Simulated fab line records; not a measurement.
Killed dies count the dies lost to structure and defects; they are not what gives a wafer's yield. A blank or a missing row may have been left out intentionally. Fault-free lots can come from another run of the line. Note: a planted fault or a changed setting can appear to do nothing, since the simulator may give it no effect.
fab line records | flow nand_harc
record: lots: 14 | wafers: 42 | last_day: 34
route steps=1302 shown A_SLIT@937 A_WL_FILL@954
lots that met no fault: from a run of the same line without faults
start_h: start of the lot's first displayed wafer, in hours after the record's first day | wait_h: how many hours have passed since the lot's step before this one | " same as the row above | L1.1+2: a single row standing in for several wafers | - either no value or no given start | * or withheld: withheld | < > ~ a bound
route shown NAME@n: names a module that has steps shown in the file, with the first one's number in the route | usual: mean/standard deviation of fault-free wafers | same: alike in all rows | chamber/n: place in a boat | sites: readings site by site | _std_site: the standard deviation of these | _edge_site: the outer-site mean with the inner-site mean subtracted | radius_mm: how far each site lies from the wafer's centre | mask NAME#n: copy n | behind: the last tool/chamber to shape the wafer | hold: reason for holding the lot/hours on hold/outcome of the hold | device: the n, p or np transistor that did not switch | end of line: the tests these same wafers got at the end of their route | where a step has no rows: the recipe by itself | killed: at the first sort, the dies lost to defects and structure; wafer yield is something else | map: per-die view of a wafer (x killed, . not killed, _ where there is no die)
set.NAME: the setting as run; set.NAME@STEP: as run at that earlier step | model.NAME: the simulator's own value behind a step, which no gauge read
steps of the route over a sample of lots; a table a step, a row a wafer
services: from which hour (start_h, from the record's first day; less than 0 if before it) a tool's chamber was out of use, for how many hours, and why
== steps ==
step: NHARC_A_SLIT_ETCH_24
recipe: target_depth_a: 1210 | time_s: 60.5 | cf4_flow_sccm: 100 | chf3_flow_sccm: 30 | ar_flow_sccm: 0 | rf_w: 500 | bias_w: 200 | chemistry: CF4/CHF3
usual: chf3_flow_sccm: 30.00/0.09 | drypump_motor_current_A: 5.8/0.44 | oes_product_au: 0.961/0.016 | rf_vpp_V: 370.7/2.4 | showerhead_plenum_p_Torr: 1.57/0.064 | throttle_valve_pct: 16.801/0.0089
lot.wafer | tool        | chamber | start_h | wait_h | chf3_flow_sccm | drypump_motor_current_A | oes_product_au | rf_hours_counter_h | rf_vpp_V | showerhead_plenum_p_Torr | throttle_valve_pct
L447.1    | rie_diel-10 | 1       | 484.25  | 0.1    | 29.82          | 5.3                     | 0.980          | 2.7                | 369.0    | 1.55                     | 16.811
L447.3    | "           | 2       | "       | "      | 29.94          | 5.4                     | 0.968          | 1.1                | 374.0    | 1.67                     | 16.805
L447.5    | "           | 2       | "       | "      | 30.01          | 5.4                     | 0.973          | -                  | 375.0    | 1.67                     | 16.815
L448.2    | rie_diel-01 | 0       | 485.85  | 0.1    | 30.10          | 6.2                     | 0.978          | 4.1                | 369.6    | 1.53                     | 16.798
L448.5    | "           | 3       | "       | "      | 30.06          | 6.0                     | 0.975          | -                  | 371.2    | 1.60                     | 16.811
L448.6    | "           | 0       | "       | "      | 30.05          | 6.2                     | 0.978          | -                  | 368.2    | 1.53                     | 16.787
L451.2    | rie_diel-08 | 1       | 496.62  | 0.1    | 30.01          | 6.4                     | 0.977          | 7.5                | 368.7    | 1.50                     | 16.796
L451.1    | "           | 3       | "       | "      | 29.89          | 6.4                     | 0.947          | 6.4                | 370.7    | 1.59                     | 16.800
L451.6    | "           | 1       | "       | "      | 30.00          | 6.4                     | 0.984          | -                  | 368.8    | 1.50                     | 16.808
L455.3    | rie_diel-10 | 2       | 538.02  | 0.1    | 30.00          | 5.4                     | 0.956          | 3.9                | 373.6    | 1.67                     | 16.805
L455.5    | "           | 2       | "       | "      | 30.07          | 5.4                     | 0.953          | -                  | 373.1    | 1.67                     | 16.808
L455.6    | "           | 3       | "       | "      | 30.07          | 5.4                     | 0.959          | -                  | 375.2    | 1.68                     | 16.805
L452.2    | rie_diel-08 | 0       | 539.22  | 0.1    | 30.18          | 5.7                     | 0.994          | 9.8                | 373.6    | 1.61                     | 16.784
L452.3    | "           | 3       | "       | "      | 29.90          | 6.5                     | 0.958          | 10.1               | 372.1    | 1.59                     | 16.802
L452.5    | "           | 1       | "       | "      | 30.05          | 6.4                     | 0.982          | -                  | 368.4    | 1.50                     | 16.806
L454.3    | rie_diel-10 | 0       | 539.97  | 0.1    | 30.08          | 5.3                     | 0.956          | 5.1                | 367.0    | 1.51                     | 16.815
L454.1    | "           | 1       | "       | "      | 30.05          | 5.3                     | 0.974          | 6.0                | 370.4    | 1.55                     | 16.801
L454.6    | "           | 3       | "       | "      | 30.09          | 5.5                     | 0.955          | -                  | 374.2    | 1.68                     | 16.807
L457.1    | rie_diel-10 | 2       | 562.33  | 0.1    | 30.05          | 5.4                     | 0.964          | 5.6                | 374.3    | 1.67                     | 16.795
L457.2    | "           | 3       | "       | "      | 29.98          | 5.5                     | 0.969          | 6.5                | 373.0    | 1.68                     | 16.807
L457.6    | "           | 2       | "       | "      | 30.07          | 5.4                     | 0.957          | -                  | 375.0    | 1.67                     | 16.820
L456.3    | rie_diel-08 | 2       | 563.96  | 0.1    | 30.06          | 5.8                     | 0.964          | 0.2                | 367.0    | 1.51                     | 16.791
L456.2    | "           | 3       | "       | "      | 29.97          | 6.5                     | 0.966          | 0.2                | 372.1    | 1.59                     | 16.801
L456.1    | "           | 0       | "       | "      | 29.96          | 5.7                     | 0.978          | 0.2                | 371.4    | 1.61                     | 16.802
L458.2    | rie_diel-01 | 0       | 585.51  | 0.1    | 29.95          | 6.2                     | 0.952          | 0.6                | 370.1    | 1.53                     | 16.809
L458.5    | "           | 0       | "       | "      | 30.03          | 6.2                     | 0.956          | -                  | 368.8    | 1.53                     | 16.801
L458.6    | "           | 1       | "       | "      | 30.13          | 5.5                     | 0.967          | -                  | 366.3    | 1.48                     | 16.796
L460.3    | rie_diel-08 | 2       | 608.13  | 0.1    | 29.94          | 5.8                     | 0.952          | 3.3                | 368.5    | 1.51                     | 16.801
L460.1    | "           | 3       | "       | "      | 29.92          | 6.5                     | 0.950          | 3.6                | 371.5    | 1.59                     | 16.794
L460.5    | "           | 1       | "       | "      | 30.01          | 6.4                     | 0.939          | -                  | 369.0    | 1.50                     | 16.819
L463.1    | rie_diel-10 | 1       | 615.54  | 0.1    | 29.87          | 5.3                     | 0.969          | 0.1                | 370.7    | 1.55                     | 16.800
L463.5    | "           | 0       | "       | "      | 29.94          | 5.3                     | 0.948          | -                  | 368.5    | 1.51                     | 16.796
L463.6    | "           | 1       | "       | "      | 29.89          | 5.3                     | 0.980          | -                  | 369.6    | 1.55                     | 16.804
L462.2    | rie_diel-01 | 3       | 619.00  | 0.1    | 29.92          | 6.0                     | 0.939          | 2.2                | 373.2    | 1.60                     | 16.799
L462.5    | "           | 3       | "       | "      | 30.22          | 6.0                     | 0.942          | -                  | 371.6    | 1.60                     | 16.804
L462.6    | "           | 0       | "       | "      | 29.97          | 6.2                     | 0.918          | -                  | 369.8    | 1.53                     | 16.810
L461.3    | rie_diel-10 | 3       | 619.40  | 0.1    | 29.96          | 5.4                     | 0.942          | 1.0                | 375.3    | 1.68                     | 16.812
L461.4    | "           | 0       | "       | "      | 29.96          | 5.2                     | 0.944          | 0.6                | 368.3    | 1.51                     | 16.786
L461.6    | "           | 2       | "       | "      | 30.15          | 5.4                     | 0.981          | -                  | 373.1    | 1.67                     | 16.790
L468.1    | rie_diel-01 | 2       | 693.53  | 0.1    | 30.12          | 6.4                     | 0.967          | 8.0                | 372.0    | 1.65                     | 16.800
L468.5    | "           | 3       | "       | "      | 29.91          | 6.0                     | 0.949          | -                  | 370.5    | 1.60                     | 16.796
L468.6    | "           | 0       | "       | "      | 29.95          | 6.2                     | 0.926          | -                  | 369.9    | 1.53                     | 16.800
step: NHARC_A_WL_FILL_ALD_02
recipe: target_thk_a: 20 | pulse_time_s: 3 | ald_cycles: 100 | temp_c: 450 | material: TiN
usual: ald_cycles: 100/0 | heater_power_outer_w: 707/96 | heater_power_w: 1096/110 | precursor_pulse_height_rel: 0.999/0.021
lot.wafer | tool         | chamber | start_h | wait_h | ald_cycles | heater_power_outer_w | heater_power_w | precursor_pulse_height_rel
L447.3    | ald_metal-01 | 3       | 497.66  | 0.1    | 100        | 898                  | 1275           | 0.982
L447.1    | "            | 0       | "       | "      | 100        | 670                  | 1055           | 1.013
L447.5    | "            | 3       | "       | "      | 100        | 909                  | 1278           | 1.017
L448.2    | ald_metal-02 | 3       | 499.63  | 0.2    | 100        | 622                  | 1040           | 1.019
L448.6    | "            | 1       | "       | "      | 100        | 761                  | 1137           | 0.981
L448.5    | "            | 2       | "       | "      | 100        | 657                  | 1153           | 0.978
L451.2    | ald_metal-02 | 2       | 510.14  | 0.2    | 100        | 657                  | 1128           | 0.991
L451.1    | "            | 3       | "       | "      | 100        | 633                  | 1023           | 0.997
L451.6    | "            | 0       | "       | "      | 100        | 659                  | 1003           | 1.012
L455.3    | ald_metal-01 | 3       | 551.46  | 0.2    | 100        | 938                  | 1317           | 0.987
L455.5    | "            | 0       | "       | "      | 100        | 651                  | 1058           | 1.003
L455.6    | "            | 1       | "       | "      | 100        | 767                  | 1181           | 0.999
L452.2    | ald_metal-03 | 1       | 555.19  | 0.2    | 100        | 803                  | 1184           | 0.967
L452.3    | "            | 2       | "       | "      | 100        | 701                  | 1037           | 0.967
L452.5    | "            | 2       | "       | "      | 100        | 680                  | 1039           | 0.999
L454.3    | ald_metal-02 | 2       | 561.44  | 0.1    | 100        | 683                  | 1147           | 0.984
L454.1    | "            | 0       | "       | "      | 100        | 662                  | 1030           | 0.989
L454.6    | "            | 2       | "       | "      | 100        | 647                  | 1151           | 0.958
L457.1    | ald_metal-01 | 2       | 575.76  | 0.2    | 100        | 555                  | 882            | 0.988
L457.2    | "            | 0       | "       | "      | 100        | 624                  | 1042           | 0.989
L457.6    | "            | 1       | "       | "      | 100        | 774                  | 1180           | 1.011
L456.2    | ald_metal-02 | 0       | 577.80  | 0.2    | 100        | 656                  | 990            | 0.970
L456.1    | "            | 2       | "       | "      | 100        | 678                  | 1141           | 0.999
L456.3    | "            | 3       | "       | "      | 100        | 628                  | 1007           | 1.035
L458.2    | ald_metal-01 | 0       | 602.75  | 0.2    | 100        | 669                  | 1039           | 1.024
L458.5    | "            | 0       | "       | "      | 100        | 658                  | 1040           | 0.970
L458.6    | "            | 1       | "       | "      | 100        | 766                  | 1174           | 0.998
L460.1    | ald_metal-02 | 2       | 621.90  | 0.2    | 100        | 677                  | 1204           | 1.004
L460.3    | "            | 3       | "       | "      | 100        | 623                  | 1023           | 0.993
L460.5    | "            | 2       | "       | "      | 100        | 689                  | 1167           | 0.985
L463.1    | ald_metal-02 | 1       | 628.88  | 0.2    | -          | -                    | -              | -
L463.5    | "            | 0       | "       | "      | -          | -                    | -              | -
L463.6    | "            | 1       | "       | "      | -          | -                    | -              | -
L462.2    | ald_metal-03 | 0       | 632.34  | 0.2    | 100        | 674                  | 1039           | 1.001
L462.5    | "            | 0       | "       | "      | 100        | 673                  | 1023           | 1.025
L462.6    | "            | 1       | "       | "      | 100        | 767                  | 1168           | 0.987
L461.3    | ald_metal-01 | 2       | 632.38  | 0.2    | -          | -                    | -              | -
L461.4    | "            | 3       | "       | "      | -          | -                    | -              | -
L461.6    | "            | 1       | "       | "      | -          | -                    | -              | -
L468.1    | ald_metal-03 | 0       | 707.27  | 0.2    | 100        | 695                  | 1050           | 1.049
L468.6    | "            | 0       | "       | "      | 100        | 667                  | 1048           | 1.010
L468.5    | "            | 1       | "       | "      | 100        | 770                  | 1187           | 0.995
step: NHARC_A_WL_FILL_CVD_03
recipe: target_thk_a: 400 | temp_c: 300 | pressure_torr: 40 | wf6_flow_sccm: 40 | h2_flow_sccm: 1600 | ar_flow_sccm: 1560 | time_s: 279 | material: W
usual: heater_power_outer_w: 251/14 | heater_power_w: 462/33 | throttle_valve_pct: 7.9/0.39
lot.wafer | tool     | chamber | start_h | wait_h | heater_power_outer_w | heater_power_w | throttle_valve_pct
L447.1    | cvd_w-01 | 0       | 498.10  | 0.1    | 272                  | 495            | 7.7
L447.3    | "        | 1       | "       | "      | 247                  | 438            | 7.9
L447.5    | "        | 0       | "       | "      | 267                  | 506            | 7.6
L448.2    | cvd_w-02 | 1       | 499.99  | 0.1    | 256                  | 451            | 7.9
L448.5    | "        | 1       | "       | "      | 255                  | 446            | 7.8
L448.6    | "        | 0       | "       | "      | 232                  | 429            | 8.6
L451.2    | cvd_w-02 | 1       | 510.51  | 0.1    | 244                  | 440            | 7.8
L451.1    | "        | 0       | "       | "      | 230                  | 435            | 8.4
L451.6    | "        | 1       | "       | "      | 247                  | 453            | 7.9
L455.3    | cvd_w-02 | 0       | 552.01  | 0.3    | 227                  | 434            | 8.4
L455.6    | "        | 1       | "       | "      | 244                  | 444            | 7.6
L455.5    | "        | 0       | "       | "      | 233                  | 424            | 8.6
L452.2    | cvd_w-02 | 0       | 555.71  | 0.1    | 237                  | 422            | 8.5
L452.3    | "        | 0       | "       | "      | 230                  | 439            | 8.5
L452.5    | "        | 0       | "       | "      | 231                  | 426            | 8.4
L454.1    | cvd_w-02 | 1       | 561.88  | 0.1    | 256                  | 447            | 7.5
L454.3    | "        | 0       | "       | "      | 234                  | 432            | 8.7
L454.6    | "        | 0       | "       | "      | 232                  | 434            | 8.4
L457.2    | cvd_w-02 | 1       | 576.16  | 0.1    | 250                  | 445            | 7.7
L457.1    | "        | 0       | "       | "      | 236                  | 423            | 8.2
L457.6    | "        | 1       | "       | "      | 248                  | 451            | 7.8
L456.2    | cvd_w-01 | 0       | 578.24  | 0.1    | 267                  | 522            | 7.4
L456.1    | "        | 1       | "       | "      | 261                  | 460            | 7.8
L456.3    | "        | 0       | "       | "      | 270                  | 506            | 7.4
L458.2    | cvd_w-01 | 0       | 603.24  | 0.1    | 269                  | 515            | 7.4
L458.5    | "        | 1       | "       | "      | 262                  | 466            | 8.1
L458.6    | "        | 0       | "       | "      | 269                  | 512            | 7.3
L460.1    | cvd_w-01 | 0       | 622.39  | 0.1    | 265                  | 525            | 7.7
L460.3    | "        | 1       | "       | "      | 261                  | 461            | 8.0
L460.5    | "        | 1       | "       | "      | 249                  | 464            | 8.0
L463.1    | cvd_w-02 | 1       | 629.33  | 0.1    | 246                  | 457            | 7.7
L463.6    | "        | 0       | "       | "      | 232                  | 417            | 8.6
L463.5    | "        | 1       | "       | "      | 248                  | 438            | 7.7
L461.4    | cvd_w-01 | 0       | 633.29  | 0.6    | 264                  | 509            | 7.6
L461.3    | "        | 1       | "       | "      | 256                  | 471            | 8.3
L461.6    | "        | 0       | "       | "      | 267                  | 505            | 7.4
L462.2    | cvd_w-01 | 0       | 633.50  | 0.8    | 265                  | 506            | 7.5
L462.5    | "        | 0       | "       | "      | 270                  | 513            | 7.4
L462.6    | "        | 1       | "       | "      | 257                  | 444            | 8.0
L468.1    | cvd_w-01 | 0       | 707.72  | 0.1    | 265                  | 522            | 7.8
L468.5    | "        | 0       | "       | "      | 273                  | 521            | 7.6
L468.6    | "        | 1       | "       | "      | 260                  | 469            | 8.3
step: NHARC_A_WL_FILL_ETCHBACK_04
recipe: target_depth_a: 600 | time_s: 120 | chemistry: NF3
usual: drypump_motor_current_A: 5.68/0.29 | oes_product_au: 0.995/0.009
lot.wafer | tool         | chamber | start_h | wait_h | drypump_motor_current_A | oes_product_au | rf_hours_counter_h
L447.1    | rie_metal-01 | 0       | 498.47  | 0.3    | 5.41                    | 0.996          | 1.4
L447.3    | "            | 0       | "       | "      | 5.40                    | 1.003          | -
L447.5    | "            | 0       | "       | "      | 5.40                    | 0.998          | -
L448.2    | rie_metal-03 | 1       | 500.36  | 0.3    | 5.71                    | 0.981          | 2.7
L448.5    | "            | 1       | "       | "      | 5.71                    | 0.988          | -
L448.6    | "            | 0       | "       | "      | 5.39                    | 0.995          | -
L451.2    | rie_metal-02 | 1       | 510.88  | 0.3    | 6.28                    | 0.994          | 1.0
L451.1    | "            | 0       | "       | "      | 5.61                    | 0.992          | 1.0
L451.6    | "            | 0       | "       | "      | 5.61                    | 0.995          | -
L455.3    | rie_metal-02 | 1       | 552.33  | 0.3    | 6.28                    | 0.990          | -
L455.6    | "            | 0       | "       | "      | 5.61                    | 0.982          | -
L455.5    | "            | 1       | "       | "      | 6.27                    | 0.997          | -
L452.2    | rie_metal-03 | 0       | 556.06  | 0.3    | 5.39                    | 0.995          | 0.2
L452.3    | "            | 1       | "       | "      | 5.69                    | 1.002          | -
L452.5    | "            | 0       | "       | "      | 5.36                    | 0.993          | -
L454.1    | rie_metal-02 | 0       | 562.29  | 0.4    | 5.61                    | 0.986          | 1.5
L454.3    | "            | 1       | "       | "      | 6.21                    | 1.002          | -
L454.6    | "            | 0       | "       | "      | 5.61                    | 0.997          | -
L457.2    | rie_metal-02 | 1       | 576.53  | 0.3    | 6.25                    | 1.002          | 1.8
L457.1    | "            | 0       | "       | "      | 5.62                    | 0.996          | 1.8
L457.6    | "            | 1       | "       | "      | 6.27                    | 1.006          | -
L456.2    | rie_metal-03 | 0       | 578.61  | 0.3    | 5.37                    | 0.989          | 0.6
L456.1    | "            | 1       | "       | "      | 5.71                    | 1.001          | 0.6
L456.3    | "            | 0       | "       | "      | 5.38                    | 0.980          | -
L458.2    | rie_metal-03 | 1       | 603.56  | 0.3    | 5.71                    | 0.994          | 1.8
L458.5    | "            | 1       | "       | "      | 5.70                    | 0.996          | -
L458.6    | "            | 0       | "       | "      | 5.34                    | 0.982          | -
L460.1    | rie_metal-03 | 1       | 622.74  | 0.3    | 5.71                    | 0.994          | 2.0
L460.3    | "            | 1       | "       | "      | 5.71                    | 0.999          | -
L460.5    | "            | 0       | "       | "      | 5.38                    | 1.000          | -
L463.1    | rie_metal-02 | 1       | 629.65  | 0.3    | 6.25                    | 0.998          | 3.0
L463.5    | "            | 1       | "       | "      | 6.27                    | 1.004          | -
L463.6    | "            | 0       | "       | "      | 5.63                    | 1.004          | -
L461.4    | rie_metal-01 | 0       | 633.63  | 0.3    | 5.42                    | 1.004          | -
L461.3    | "            | 1       | "       | "      | 5.83                    | 0.984          | -
L461.6    | "            | 1       | "       | "      | 5.83                    | 0.987          | -
L462.2    | rie_metal-03 | 1       | 633.87  | 0.3    | 5.72                    | 1.012          | 2.3
L462.6    | "            | 1       | "       | "      | 5.72                    | 1.009          | -
L462.5    | "            | 0       | "       | "      | 5.36                    | 0.990          | -
L468.1    | rie_metal-01 | 1       | 708.10  | 0.3    | 5.84                    | 0.993          | 3.2
L468.6    | "            | 1       | "       | "      | 5.83                    | 0.987          | -
L468.5    | "            | 0       | "       | "      | 5.39                    | 1.004          | -
== services ==
tool         | chamber | start_h | hours | kind
rie_diel-10  | 0       | 463.79  | 4.1   | repair
cvd_w-01     | 1       | 489.13  | 1.7   | repair
ald_metal-01 | -       | 495.12  | 1.1   | repair
cvd_w-02     | 1       | 518.55  | 5.6   | repair
rie_metal-03 | -       | 519.00  | 9.0   | pm
rie_diel-10  | 3       | 521.00  | 3.3   | repair
ald_metal-01 | -       | 526.00  | 10.0  | pm
rie_diel-10  | 1       | 540.00  | 4.2   | repair
ald_metal-02 | 1       | 543.84  | 4.9   | repair
cvd_w-01     | -       | 547.53  | 13.0  | pm
cvd_w-01     | -       | 576.27  | 0.8   | repair
ald_metal-02 | 0       | 591.28  | 3.9   | repair
rie_diel-10  | -       | 596.97  | 9.0   | pm
ald_metal-02 | -       | 600.19  | 0.8   | repair
ald_metal-02 | -       | 610.00  | 10.0  | pm
cvd_w-02     | -       | 631.00  | 13.0  | pm
rie_metal-02 | -       | 631.00  | 9.0   | pm
rie_diel-10  | 1       | 665.18  | 12.1  | repair
rie_diel-10  | 3       | 668.56  | 16.0  | repair
ald_metal-02 | 1       | 676.24  | 14.5  | repair
ald_metal-01 | -       | 680.63  | 0.6   | repair
rie_diel-10  | -       | 687.81  | 0.8   | repair
rie_metal-03 | -       | 696.00  | 9.0   | pm
ald_metal-01 | -       | 704.00  | 10.0  | pm
== key ==
first_sign: step: NHARC_A_WL_FILL_ALD_02 | reading: tool_record | direction: missing
effect none on later readings
met_at NHARC_A_WL_FILL_ALD_02
struck_lots L461,L463
later_rows_left_out L461.3,L461.4,L461.6,L463.1,L463.5,L463.6
sort_left_out L461.3,L461.4,L461.6,L463.1,L463.5,L463.6
tester_left_out L461,L463
not_acting_at NHARC_A_SLIT_ETCH_24,NHARC_A_WL_FILL_CVD_03,NHARC_A_WL_FILL_ETCHBACK_04
onset_between 621.90 628.88
fault: kind: skipped_step_whole | tool: ald_metal-01,ald_metal-02 | chamber: - | onset_h: 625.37 | steps: NHARC_A_WL_FILL_ALD_02 | scope: struck_lots_only
tester_left_out: of these lots the tester's yield and bins aren't shown, on N5 and GAA mostly nor the transistor test; their killed dies are dies lost to structure and defects alone, not to doping, threshold or leakage, so they don't give the yield
sort_left_out: the simulated sort isn't trusted on such a fault, so these wafers' sort isn't shown, and their yield isn't known
later_rows_left_out: the simulator's readings of these wafers behind a module that went badly wrong aren't trusted and aren't shown, but for the sort
